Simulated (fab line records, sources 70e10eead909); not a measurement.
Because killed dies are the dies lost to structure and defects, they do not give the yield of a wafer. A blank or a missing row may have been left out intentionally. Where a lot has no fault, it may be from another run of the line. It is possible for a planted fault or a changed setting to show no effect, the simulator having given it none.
fab line records || flow nandHarc
record: {"lots": 5, "wafers": 15, "lastDay": 25}
route steps=1159 shown P_M1@287
lots untouched by any fault: they come from a run of this same line in which no faults occurred
startH: hours from the record's first day to the start of the lot's first wafer shown || waitH: hours since the lot's step before || " unchanged from the row above || L1.1+2: a single row standing in for several wafers || - no value, or no start was given || * or withheld: withheld || < > ~ a bound
route shown NAME@n: NAME is a module with steps in the file, n the number in the route of the first one || usual: mean/standard deviation of fault-free wafers || same: alike in all rows || chamber/n: place in a boat || sites: the reading at each site || _std_site: the values' standard deviation || _edge_site: inner sites' mean taken away from outer sites' mean || radiusMm: for every site, how far away it sits from the centre of the wafer || mask NAME#n: copy n || behind: the last tool/chamber to shape the wafer || hold: reason for holding the lot/hours on hold/outcome of the hold || device: transistor that didn't switch, given as n, p or np || end of line: tests run on the same wafers once the route is complete || a step with no rows: only its recipe || killed: dies that structure and defects cost at the first sort, which is not the same as the wafer's yield || map: per-die view of a wafer (x killed, . not killed, _ where there is no die)
set.NAME: the setting that was run; set.NAME@STEP: the one run at that earlier step || model.NAME: the simulator's own value behind a step, which no gauge read
a table for each step, a row for each wafer; lots at some steps of the route
services: from which hour (startH, from the record's first day; less than 0 if before it) a tool's chamber was out of use, for how many hours, and why
== steps ==
step: NHARC_P_M1_HMDS_02
recipe: {"timeS": 30}
step: NHARC_P_M1_COAT_34
recipe: {"tempC": 200, "timeS": 65}
step: NHARC_P_M1_COAT_03
recipe: {"spinRpm": 1500, "resistThkNm": 90}
step: NHARC_P_M1_SOFTBAKE_04
recipe: {"tempC": 105, "timeS": 55}
step: NHARC_P_M1_EBR_05
step: NHARC_P_M1_EXPOSE_06
recipe: {"na": 1.35, "targetCdNm": 130, "doseMj": 81.88, "maskId": "P_M1"}
step: NHARC_P_M1_PEB_07
recipe: {"pebTempC": 100, "pebTimeS": 65}
step: NHARC_P_M1_DEVELOP_08
recipe: {"developTimeS": 35, "devTempC": 23}
step: NHARC_P_M1_CD_MEAS_09
recipe: {"targetCdNm": 130, "landingEnergyEv": 500}
usual: {"cdNm": "129.1/0.92"}
{"lot.wafer": "L943.1", "tool": "cdSem-01", "chamber": 0, "startH": 131.32, "waitH": "-", "cdNm": 130.0}
{"lot.wafer": "L943.5", "tool": "cdSem-01", "chamber": 0, "startH": 131.32, "waitH": "-", "cdNm": 128.4}
{"lot.wafer": "L943.6", "tool": "cdSem-01", "chamber": 0, "startH": 131.32, "waitH": "-", "cdNm": 128.9}
{"lot.wafer": "L945.2", "tool": "cdSem-02", "chamber": 0, "startH": 138.90, "waitH": "-", "cdNm": 129.4}
{"lot.wafer": "L945.5", "tool": "cdSem-02", "chamber": 0, "startH": 138.90, "waitH": "-", "cdNm": 128.7}
{"lot.wafer": "L945.6", "tool": "cdSem-02", "chamber": 0, "startH": 138.90, "waitH": "-", "cdNm": 129.5}
{"lot.wafer": "L950.3", "tool": "cdSem-01", "chamber": 0, "startH": 176.52, "waitH": "-", "cdNm": 127.3}
{"lot.wafer": "L950.4", "tool": "cdSem-01", "chamber": 0, "startH": 176.52, "waitH": "-", "cdNm": 130.3}
{"lot.wafer": "L950.6", "tool": "cdSem-01", "chamber": 0, "startH": 176.52, "waitH": "-", "cdNm": 128.8}
{"lot.wafer": "L963.1", "tool": "cdSem-01", "chamber": 0, "startH": 240.98, "waitH": "-", "cdNm": 128.9}
{"lot.wafer": "L963.2", "tool": "cdSem-01", "chamber": 0, "startH": 240.98, "waitH": "-", "cdNm": 128.1}
{"lot.wafer": "L963.6", "tool": "cdSem-01", "chamber": 0, "startH": 240.98, "waitH": "-", "cdNm": 128.7}
{"lot.wafer": "L965.1", "tool": "cdSem-03", "chamber": 0, "startH": 257.23, "waitH": "-", "cdNm": 129.3}
{"lot.wafer": "L965.2", "tool": "cdSem-03", "chamber": 0, "startH": 257.23, "waitH": "-", "cdNm": 128.9}
{"lot.wafer": "L965.5", "tool": "cdSem-03", "chamber": 0, "startH": 257.23, "waitH": "-", "cdNm": 128.6}
step: NHARC_P_M1_OVL_MEAS_10
recipe: {"pitchNm": 260}
usual: {"overlayXNm": "0.2/0.88", "overlayYNm": "-0.1/0.87"}
{"lot.wafer": "L943.1", "tool": "overlay-02", "chamber": "-", "startH": 131.41, "waitH": "-", "overlayXNm": -1.1, "overlayYNm": 0.9}
{"lot.wafer": "L943.5", "tool": "overlay-02", "chamber": "-", "startH": 131.41, "waitH": "-", "overlayXNm": -1.1, "overlayYNm": 1.0}
{"lot.wafer": "L943.6", "tool": "overlay-02", "chamber": "-", "startH": 131.41, "waitH": "-", "overlayXNm": -1.0, "overlayYNm": 1.0}
{"lot.wafer": "L945.2", "tool": "overlay-01", "chamber": "-", "startH": 138.98, "waitH": "-", "overlayXNm": -0.7, "overlayYNm": -0.2}
{"lot.wafer": "L945.5", "tool": "overlay-01", "chamber": "-", "startH": 138.98, "waitH": "-", "overlayXNm": -0.2, "overlayYNm": -0.3}
{"lot.wafer": "L945.6", "tool": "overlay-01", "chamber": "-", "startH": 138.98, "waitH": "-", "overlayXNm": -0.1, "overlayYNm": -0.5}
{"lot.wafer": "L950.3", "tool": "overlay-02", "chamber": "-", "startH": 176.60, "waitH": "-", "overlayXNm": -1.4, "overlayYNm": 0.2}
{"lot.wafer": "L950.4", "tool": "overlay-02", "chamber": "-", "startH": 176.60, "waitH": "-", "overlayXNm": -0.6, "overlayYNm": 0.8}
{"lot.wafer": "L950.6", "tool": "overlay-02", "chamber": "-", "startH": 176.60, "waitH": "-", "overlayXNm": -1.2, "overlayYNm": 0.6}
{"lot.wafer": "L963.1", "tool": "overlay-02", "chamber": "-", "startH": 241.07, "waitH": "-", "overlayXNm": -0.2, "overlayYNm": -0.8}
{"lot.wafer": "L963.2", "tool": "overlay-02", "chamber": "-", "startH": 241.07, "waitH": "-", "overlayXNm": 0.0, "overlayYNm": -0.4}
{"lot.wafer": "L963.6", "tool": "overlay-02", "chamber": "-", "startH": 241.07, "waitH": "-", "overlayXNm": 0.0, "overlayYNm": -1.2}
{"lot.wafer": "L965.1", "tool": "overlay-01", "chamber": "-", "startH": 257.32, "waitH": "-", "overlayXNm": -0.7, "overlayYNm": -1.4}
{"lot.wafer": "L965.2", "tool": "overlay-01", "chamber": "-", "startH": 257.32, "waitH": "-", "overlayXNm": -0.9, "overlayYNm": -1.2}
{"lot.wafer": "L965.5", "tool": "overlay-01", "chamber": "-", "startH": 257.32, "waitH": "-", "overlayXNm": -0.8, "overlayYNm": -2.0}
step: NHARC_P_M1_INSPECT_11
usual: {"rawDefectCount": "3.9/2.5"}
{"lot.wafer": "L943.1", "tool": "defectInspect-01", "chamber": "-", "startH": 131.45, "waitH": 0.0, "rawDefectCount": 6}
{"lot.wafer": "L943.5", "tool": "defectInspect-01", "chamber": "-", "startH": 131.45, "waitH": 0.0, "rawDefectCount": 3}
{"lot.wafer": "L943.6", "tool": "defectInspect-01", "chamber": "-", "startH": 131.45, "waitH": 0.0, "rawDefectCount": 7}
{"lot.wafer": "L945.2", "tool": "defectInspect-02", "chamber": "-", "startH": 139.02, "waitH": 0.0, "rawDefectCount": 5}
{"lot.wafer": "L945.5", "tool": "defectInspect-02", "chamber": "-", "startH": 139.02, "waitH": 0.0, "rawDefectCount": 3}
{"lot.wafer": "L945.6", "tool": "defectInspect-02", "chamber": "-", "startH": 139.02, "waitH": 0.0, "rawDefectCount": 4}
{"lot.wafer": "L950.3", "tool": "defectInspect-01", "chamber": "-", "startH": 176.64, "waitH": 0.0, "rawDefectCount": 5}
{"lot.wafer": "L950.4", "tool": "defectInspect-01", "chamber": "-", "startH": 176.64, "waitH": 0.0, "rawDefectCount": 6}
{"lot.wafer": "L950.6", "tool": "defectInspect-01", "chamber": "-", "startH": 176.64, "waitH": 0.0, "rawDefectCount": 5}
{"lot.wafer": "L963.1", "tool": "defectInspect-02", "chamber": "-", "startH": 241.11, "waitH": 0.0, "rawDefectCount": 1}
{"lot.wafer": "L963.2", "tool": "defectInspect-02", "chamber": "-", "startH": 241.11, "waitH": 0.0, "rawDefectCount": 3}
{"lot.wafer": "L963.6", "tool": "defectInspect-02", "chamber": "-", "startH": 241.11, "waitH": 0.0, "rawDefectCount": 3}
{"lot.wafer": "L965.1", "tool": "defectInspect-01", "chamber": "-", "startH": 257.35, "waitH": 0.0, "rawDefectCount": 5}
{"lot.wafer": "L965.2", "tool": "defectInspect-01", "chamber": "-", "startH": 257.35, "waitH": 0.0, "rawDefectCount": 8}
{"lot.wafer": "L965.5", "tool": "defectInspect-01", "chamber": "-", "startH": 257.35, "waitH": 0.0, "rawDefectCount": 5}
step: NHARC_P_M1_DESCUM_14
recipe: {"timeS": 3, "o2FlowSccm": 200, "arFlowSccm": 0, "biasPowerW": 0, "chemistry": "O2"}
usual: {"drypumpMotorCurrentA": "5.8/0.39", "oesProductAu": "1.002/0.013", "rfVppV": "57.8/0.85", "showerheadPlenumPTorr": "1.94/0.084", "throttleValvePct": "11.311/0.0078"}
{"lot.wafer": "L943.1", "tool": "rieDiel-12", "chamber": 3, "startH": 131.53, "waitH": 0.1, "drypumpMotorCurrentA": 5.6, "oesProductAu": 1.020, "rfHoursCounterH": 7, "rfVppV": 58.0, "showerheadPlenumPTorr": 2.00, "throttleValvePct": 11.309}
{"lot.wafer": "L943.5", "tool": "rieDiel-12", "chamber": 0, "startH": 131.53, "waitH": 0.1, "drypumpMotorCurrentA": 5.5, "oesProductAu": 0.993, "rfHoursCounterH": "-", "rfVppV": 58.3, "showerheadPlenumPTorr": 2.07, "throttleValvePct": 11.311}
{"lot.wafer": "L943.6", "tool": "rieDiel-12", "chamber": 1, "startH": 131.53, "waitH": 0.1, "drypumpMotorCurrentA": 6.2, "oesProductAu": 1.019, "rfHoursCounterH": "-", "rfVppV": 55.8, "showerheadPlenumPTorr": 1.80, "throttleValvePct": 11.316}
{"lot.wafer": "L945.2", "tool": "rieDiel-11", "chamber": 2, "startH": 139.10, "waitH": 0.1, "drypumpMotorCurrentA": 5.8, "oesProductAu": 0.990, "rfHoursCounterH": 8, "rfVppV": 56.8, "showerheadPlenumPTorr": 1.86, "throttleValvePct": 11.306}
{"lot.wafer": "L945.6", "tool": "rieDiel-11", "chamber": 0, "startH": 139.10, "waitH": 0.1, "drypumpMotorCurrentA": 6.3, "oesProductAu": 1.002, "rfHoursCounterH": "-", "rfVppV": 59.0, "showerheadPlenumPTorr": 1.93, "throttleValvePct": 11.314}
{"lot.wafer": "L945.5", "tool": "rieDiel-11", "chamber": 1, "startH": 139.10, "waitH": 0.1, "drypumpMotorCurrentA": 5.7, "oesProductAu": 1.016, "rfHoursCounterH": "-", "rfVppV": 57.6, "showerheadPlenumPTorr": 1.93, "throttleValvePct": 11.303}
{"lot.wafer": "L950.4", "tool": "rieDiel-11", "chamber": 2, "startH": 176.70, "waitH": 0.1, "drypumpMotorCurrentA": 5.8, "oesProductAu": 0.988, "rfHoursCounterH": 9, "rfVppV": 57.6, "showerheadPlenumPTorr": 1.86, "throttleValvePct": 11.312}
{"lot.wafer": "L950.3", "tool": "rieDiel-11", "chamber": 0, "startH": 176.70, "waitH": 0.1, "drypumpMotorCurrentA": 6.3, "oesProductAu": 0.997, "rfHoursCounterH": 9, "rfVppV": 57.3, "showerheadPlenumPTorr": 1.93, "throttleValvePct": 11.324}
{"lot.wafer": "L950.6", "tool": "rieDiel-11", "chamber": 2, "startH": 176.70, "waitH": 0.1, "drypumpMotorCurrentA": 5.8, "oesProductAu": 1.001, "rfHoursCounterH": "-", "rfVppV": 56.0, "showerheadPlenumPTorr": 1.86, "throttleValvePct": 11.303}
{"lot.wafer": "L963.1", "tool": "rieDiel-12", "chamber": 0, "startH": 241.18, "waitH": 0.1, "drypumpMotorCurrentA": 5.5, "oesProductAu": 0.988, "rfHoursCounterH": 2, "rfVppV": 58.4, "showerheadPlenumPTorr": 2.07, "throttleValvePct": 11.308}
{"lot.wafer": "L963.2", "tool": "rieDiel-12", "chamber": 1, "startH": 241.18, "waitH": 0.1, "drypumpMotorCurrentA": 6.2, "oesProductAu": 0.990, "rfHoursCounterH": 2, "rfVppV": 56.8, "showerheadPlenumPTorr": 1.80, "throttleValvePct": 11.306}
{"lot.wafer": "L963.6", "tool": "rieDiel-12", "chamber": 0, "startH": 241.18, "waitH": 0.1, "drypumpMotorCurrentA": 5.6, "oesProductAu": 0.980, "rfHoursCounterH": "-", "rfVppV": 58.3, "showerheadPlenumPTorr": 2.06, "throttleValvePct": 11.309}
{"lot.wafer": "L965.2", "tool": "rieDiel-12", "chamber": 1, "startH": 257.41, "waitH": 0.1, "drypumpMotorCurrentA": 6.2, "oesProductAu": 0.995, "rfHoursCounterH": 4, "rfVppV": 56.1, "showerheadPlenumPTorr": 1.80, "throttleValvePct": 11.303}
{"lot.wafer": "L965.1", "tool": "rieDiel-12", "chamber": 2, "startH": 257.41, "waitH": 0.1, "drypumpMotorCurrentA": 6.1, "oesProductAu": 1.000, "rfHoursCounterH": 3, "rfVppV": 58.5, "showerheadPlenumPTorr": 1.91, "throttleValvePct": 11.313}
{"lot.wafer": "L965.5", "tool": "rieDiel-12", "chamber": 1, "startH": 257.41, "waitH": 0.1, "drypumpMotorCurrentA": 6.2, "oesProductAu": 0.995, "rfHoursCounterH": "-", "rfVppV": 56.4, "showerheadPlenumPTorr": 1.80, "throttleValvePct": 11.303}
step: NHARC_P_M1_ETCH_35
recipe: {"targetDepthA": 400, "overetchA": 120, "timeS": 43.94, "ionEnergyEv": 200, "n2FlowSccm": 150, "h2FlowSccm": 150, "arFlowSccm": 0, "rfW": 400, "biasW": 150, "chemistry": "N2/H2"}
usual: {"drypumpMotorCurrentA": "5.8/0.38", "n2FlowSccm": "150.0/0.44", "oesProductAu": "1.002/0.013", "rfVppV": "431.5/2.7", "showerheadPlenumPTorr": "2.07/0.092", "throttleValvePct": "14.172/0.0089"}
{"lot.wafer": "L943.1", "tool": "rieDiel-12", "chamber": 2, "startH": 131.61, "waitH": 0.1, "drypumpMotorCurrentA": 6.1, "n2FlowSccm": 149.4, "oesProductAu": 1.013, "rfHoursCounterH": 7, "rfVppV": 430.3, "showerheadPlenumPTorr": 2.04, "throttleValvePct": 14.175}
{"lot.wafer": "L943.6", "tool": "rieDiel-12", "chamber": 0, "startH": 131.61, "waitH": 0.1, "drypumpMotorCurrentA": 5.5, "n2FlowSccm": 149.9, "oesProductAu": 0.994, "rfHoursCounterH": "-", "rfVppV": 436.5, "showerheadPlenumPTorr": 2.21, "throttleValvePct": 14.184}
{"lot.wafer": "L943.5", "tool": "rieDiel-12", "chamber": 1, "startH": 131.61, "waitH": 0.1, "drypumpMotorCurrentA": 6.2, "n2FlowSccm": 149.8, "oesProductAu": 1.005, "rfHoursCounterH": "-", "rfVppV": 429.1, "showerheadPlenumPTorr": 1.92, "throttleValvePct": 14.190}
{"lot.wafer": "L945.2", "tool": "rieDiel-11", "chamber": 0, "startH": 139.18, "waitH": 0.1, "drypumpMotorCurrentA": 6.3, "n2FlowSccm": 150.3, "oesProductAu": 0.990, "rfHoursCounterH": 7, "rfVppV": 432.0, "showerheadPlenumPTorr": 2.06, "throttleValvePct": 14.173}
{"lot.wafer": "L945.5", "tool": "rieDiel-11", "chamber": 0, "startH": 139.18, "waitH": 0.1, "drypumpMotorCurrentA": 6.3, "n2FlowSccm": 149.7, "oesProductAu": 0.994, "rfHoursCounterH": "-", "rfVppV": 430.4, "showerheadPlenumPTorr": 2.06, "throttleValvePct": 14.177}
{"lot.wafer": "L945.6", "tool": "rieDiel-11", "chamber": 2, "startH": 139.18, "waitH": 0.1, "drypumpMotorCurrentA": 5.8, "n2FlowSccm": 150.3, "oesProductAu": 0.992, "rfHoursCounterH": "-", "rfVppV": 429.3, "showerheadPlenumPTorr": 1.98, "throttleValvePct": 14.180}
{"lot.wafer": "L950.4", "tool": "rieDiel-11", "chamber": 1, "startH": 176.78, "waitH": 0.1, "drypumpMotorCurrentA": 5.7, "n2FlowSccm": 150.1, "oesProductAu": 1.001, "rfHoursCounterH": 9, "rfVppV": 429.2, "showerheadPlenumPTorr": 2.06, "throttleValvePct": 14.176}
{"lot.wafer": "L950.3", "tool": "rieDiel-11", "chamber": 0, "startH": 176.78, "waitH": 0.1, "drypumpMotorCurrentA": 6.3, "n2FlowSccm": 150.2, "oesProductAu": 0.837, "rfHoursCounterH": 9, "rfVppV": 431.9, "showerheadPlenumPTorr": 2.06, "throttleValvePct": 14.171}
{"lot.wafer": "L950.6", "tool": "rieDiel-11", "chamber": 2, "startH": 176.78, "waitH": 0.1, "drypumpMotorCurrentA": 5.8, "n2FlowSccm": 149.8, "oesProductAu": 0.990, "rfHoursCounterH": "-", "rfVppV": 429.9, "showerheadPlenumPTorr": 1.98, "throttleValvePct": 14.171}
{"lot.wafer": "L963.2", "tool": "rieDiel-12", "chamber": 0, "startH": 241.25, "waitH": 0.1, "drypumpMotorCurrentA": 5.6, "n2FlowSccm": 150.3, "oesProductAu": 0.990, "rfHoursCounterH": 2, "rfVppV": 433.8, "showerheadPlenumPTorr": 2.21, "throttleValvePct": 14.176}
{"lot.wafer": "L963.1", "tool": "rieDiel-12", "chamber": 2, "startH": 241.25, "waitH": 0.1, "drypumpMotorCurrentA": 6.2, "n2FlowSccm": 150.5, "oesProductAu": 1.001, "rfHoursCounterH": 2, "rfVppV": 429.6, "showerheadPlenumPTorr": 2.04, "throttleValvePct": 14.169}
{"lot.wafer": "L963.6", "tool": "rieDiel-12", "chamber": 0, "startH": 241.25, "waitH": 0.1, "drypumpMotorCurrentA": 5.6, "n2FlowSccm": 150.3, "oesProductAu": 0.999, "rfHoursCounterH": "-", "rfVppV": 433.9, "showerheadPlenumPTorr": 2.21, "throttleValvePct": 14.154}
{"lot.wafer": "L965.1", "tool": "rieDiel-12", "chamber": 0, "startH": 257.51, "waitH": 0.1, "drypumpMotorCurrentA": 5.6, "n2FlowSccm": 149.9, "oesProductAu": 0.994, "rfHoursCounterH": 4, "rfVppV": 435.1, "showerheadPlenumPTorr": 2.20, "throttleValvePct": 14.190}
{"lot.wafer": "L965.2", "tool": "rieDiel-12", "chamber": 1, "startH": 257.51, "waitH": 0.1, "drypumpMotorCurrentA": 6.2, "n2FlowSccm": 150.5, "oesProductAu": 0.995, "rfHoursCounterH": 4, "rfVppV": 427.7, "showerheadPlenumPTorr": 1.92, "throttleValvePct": 14.174}
{"lot.wafer": "L965.5", "tool": "rieDiel-12", "chamber": 0, "startH": 257.51, "waitH": 0.1, "drypumpMotorCurrentA": 5.6, "n2FlowSccm": 150.2, "oesProductAu": 0.995, "rfHoursCounterH": "-", "rfVppV": 436.9, "showerheadPlenumPTorr": 2.20, "throttleValvePct": 14.167}
step: NHARC_P_M1_ETCH_15
recipe: {"targetDepthA": 1825, "timeS": 91.2, "c4f8FlowSccm": "withheld", "arFlowSccm": 400, "rfW": 600, "biasW": 300, "chemistry": "C4F8/Ar"}
usual: {"oesProductAu": "0.950/0.024", "rfVppV": "441.4/2.5"}
{"lot.wafer": "L943.1", "tool": "rieDiel-12", "chamber": 2, "startH": "-", "waitH": "-", "oesProductAu": 0.955, "rfHoursCounterH": 7, "rfVppV": 440.9}
{"lot.wafer": "L943.6", "tool": "rieDiel-12", "chamber": 3, "startH": "-", "waitH": "-", "oesProductAu": 1.004, "rfHoursCounterH": "-", "rfVppV": 443.1}
{"lot.wafer": "L943.5", "tool": "rieDiel-12", "chamber": 0, "startH": "-", "waitH": "-", "oesProductAu": 0.963, "rfHoursCounterH": "-", "rfVppV": 445.6}
{"lot.wafer": "L945.2", "tool": "rieDiel-11", "chamber": 1, "startH": "-", "waitH": "-", "oesProductAu": 0.927, "rfHoursCounterH": 7, "rfVppV": 441.3}
{"lot.wafer": "L945.5", "tool": "rieDiel-11", "chamber": 0, "startH": "-", "waitH": "-", "oesProductAu": 0.927, "rfHoursCounterH": "-", "rfVppV": 441.7}
{"lot.wafer": "L945.6", "tool": "rieDiel-11", "chamber": 1, "startH": "-", "waitH": "-", "oesProductAu": 0.930, "rfHoursCounterH": "-", "rfVppV": 440.9}
{"lot.wafer": "L950.4", "tool": "rieDiel-11", "chamber": 1, "startH": "-", "waitH": "-", "oesProductAu": 0.928, "rfHoursCounterH": 9, "rfVppV": 440.3}
{"lot.wafer": "L950.3", "tool": "rieDiel-11", "chamber": 2, "startH": "-", "waitH": "-", "oesProductAu": 0.923, "rfHoursCounterH": 9, "rfVppV": 439.3}
{"lot.wafer": "L950.6", "tool": "rieDiel-11", "chamber": 0, "startH": "-", "waitH": "-", "oesProductAu": 0.912, "rfHoursCounterH": "-", "rfVppV": 440.3}
{"lot.wafer": "L963.1", "tool": "rieDiel-12", "chamber": 1, "startH": "-", "waitH": "-", "oesProductAu": 0.975, "rfHoursCounterH": 2, "rfVppV": 437.7}
{"lot.wafer": "L963.2", "tool": "rieDiel-12", "chamber": 3, "startH": "-", "waitH": "-", "oesProductAu": 0.968, "rfHoursCounterH": 2, "rfVppV": 443.3}
{"lot.wafer": "L963.6", "tool": "rieDiel-12", "chamber": 1, "startH": "-", "waitH": "-", "oesProductAu": 0.976, "rfHoursCounterH": "-", "rfVppV": 438.8}
{"lot.wafer": "L965.1", "tool": "rieDiel-12", "chamber": 3, "startH": "-", "waitH": "-", "oesProductAu": 0.972, "rfHoursCounterH": 4, "rfVppV": 442.0}
{"lot.wafer": "L965.2", "tool": "rieDiel-12", "chamber": 1, "startH": "-", "waitH": "-", "oesProductAu": 0.951, "rfHoursCounterH": 4, "rfVppV": 437.1}
{"lot.wafer": "L965.5", "tool": "rieDiel-12", "chamber": 3, "startH": "-", "waitH": "-", "oesProductAu": 0.978, "rfHoursCounterH": "-", "rfVppV": 443.9}
== services ==
{"tool": "rieDiel-12", "chamber": 0, "startH": 108.11, "hours": "-", "kind": "clean"}
{"tool": "rieDiel-12", "chamber": 1, "startH": 108.11, "hours": "-", "kind": "clean"}
{"tool": "rieDiel-12", "chamber": 2, "startH": 108.11, "hours": "-", "kind": "clean"}
{"tool": "rieDiel-12", "chamber": 3, "startH": 108.11, "hours": "-", "kind": "clean"}
{"tool": "rieDiel-12", "chamber": 0, "startH": 123.20, "hours": 4.1, "kind": "repair"}
{"tool": "rieDiel-11", "chamber": "-", "startH": 131.61, "hours": 0.7, "kind": "repair"}
{"tool": "rieDiel-12", "chamber": 1, "startH": 132.49, "hours": 7.5, "kind": "repair"}
{"tool": "rieDiel-12", "chamber": 0, "startH": 132.61, "hours": "-", "kind": "clean"}
{"tool": "rieDiel-12", "chamber": 2, "startH": 132.61, "hours": "-", "kind": "clean"}
{"tool": "rieDiel-12", "chamber": 3, "startH": 132.61, "hours": "-", "kind": "clean"}
{"tool": "rieDiel-11", "chamber": 3, "startH": 138.76, "hours": 12.0, "kind": "repair"}
{"tool": "rieDiel-12", "chamber": 0, "startH": 157.11, "hours": "-", "kind": "clean"}
{"tool": "rieDiel-12", "chamber": 1, "startH": 157.11, "hours": "-", "kind": "clean"}
{"tool": "rieDiel-12", "chamber": 2, "startH": 157.11, "hours": "-", "kind": "clean"}
{"tool": "rieDiel-12", "chamber": 3, "startH": 157.11, "hours": "-", "kind": "clean"}
{"tool": "rieDiel-12", "chamber": 0, "startH": 163.84, "hours": 3.2, "kind": "repair"}
{"tool": "rieDiel-12", "chamber": 0, "startH": 181.61, "hours": "-", "kind": "clean"}
{"tool": "rieDiel-12", "chamber": 1, "startH": 181.61, "hours": "-", "kind": "clean"}
{"tool": "rieDiel-12", "chamber": 2, "startH": 181.61, "hours": "-", "kind": "clean"}
{"tool": "rieDiel-12", "chamber": 3, "startH": 181.61, "hours": "-", "kind": "clean"}
{"tool": "rieDiel-11", "chamber": "-", "startH": 189.50, "hours": 9.0, "kind": "pm"}
{"tool": "rieDiel-12", "chamber": "-", "startH": 202.44, "hours": 9.0, "kind": "pm"}
{"tool": "rieDiel-12", "chamber": 0, "startH": 202.44, "hours": 9.0, "kind": "ventCycle"}
{"tool": "rieDiel-12", "chamber": 1, "startH": 202.44, "hours": 9.0, "kind": "ventCycle"}
== key ==
firstSign: {"step": "NHARC_P_M1_ETCH_35", "reading": "oesProductAu", "direction": "down", "sigmas": 13, "usual": 1.002, "struck": 0.837}
effect none on later readings
metAt NHARC_P_M1_ETCH_35
struckWafers L950.3
onsetBetween 139.18 176.78
fault: {"kind": "processParameterDrift", "tool": "rieDiel-11", "chamber": 0, "onsetH": 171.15, "steps": "NHARC_P_M1_ETCH_35", "channel": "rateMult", "offset": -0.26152, "shape": "step", "endH": 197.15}
